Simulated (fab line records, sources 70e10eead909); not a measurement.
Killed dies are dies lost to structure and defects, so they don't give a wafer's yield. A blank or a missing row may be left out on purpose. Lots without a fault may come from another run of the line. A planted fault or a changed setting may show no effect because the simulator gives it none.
Chamber matching | flow nand_harc | NHARC_P_ZERO_WELL_DESCUM_13 on rie_diel-08: 4 sister chambers
The step chemistry O2, time 3 s. 4 wafers are shown with their chamber, then 10 later ones without.

WAFERS WITH THEIR CHAMBER
wafer  | chamber | drypump_motor_current_A (A)
L088.1 | 2       | 5.6
L088.2 | 1       | 6.3
L090.1 | 3       | 6.2
L090.4 | 0       | 5.8

WAFERS WITHOUT THEIR CHAMBER
wafer  | drypump_motor_current_A (A)
L090.6 | 5.8
L091.1 | 6.4
L091.2 | 6.2
L091.3 | 5.6
L095.2 | 6.2
L095.5 | 6.2
L095.6 | 5.7
L096.1 | 6.3
L096.5 | 5.6
L096.6 | 6.3

WHICH CHAMBER EACH WENT THROUGH
wafer  | from the rows above     | in truth
L090.6 | 0                       | 0
L091.1 | 1                       | 1
L091.2 | 3                       | 3
L091.3 | 2                       | 2
L095.2 | 3                       | 3
L095.5 | 3                       | 3
L095.6 | can't be placed: 0 or 2 | 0
L096.1 | 1                       | 1
L096.5 | 2                       | 2
L096.6 | 1                       | 1
Placed correctly: 9 of 10. Can't be placed from these rows: 1 (the true chamber is among the candidates in 1). Placed wrongly: 0.
How it was worked out, from the rows above alone: a wafer's distance from a chamber is the root of the sum, over the readings, of the square of ((its reading less the chamber's mean) divided by the reading's scatter). The wafer belongs to the nearest chamber; if the next one is less than 2 further off, it can't be placed. A chamber's mean is the mean of its shown wafers. The scatter: with one shown wafer a chamber, the root of the mean of the squares of how far each hidden wafer lies from its nearest shown one.
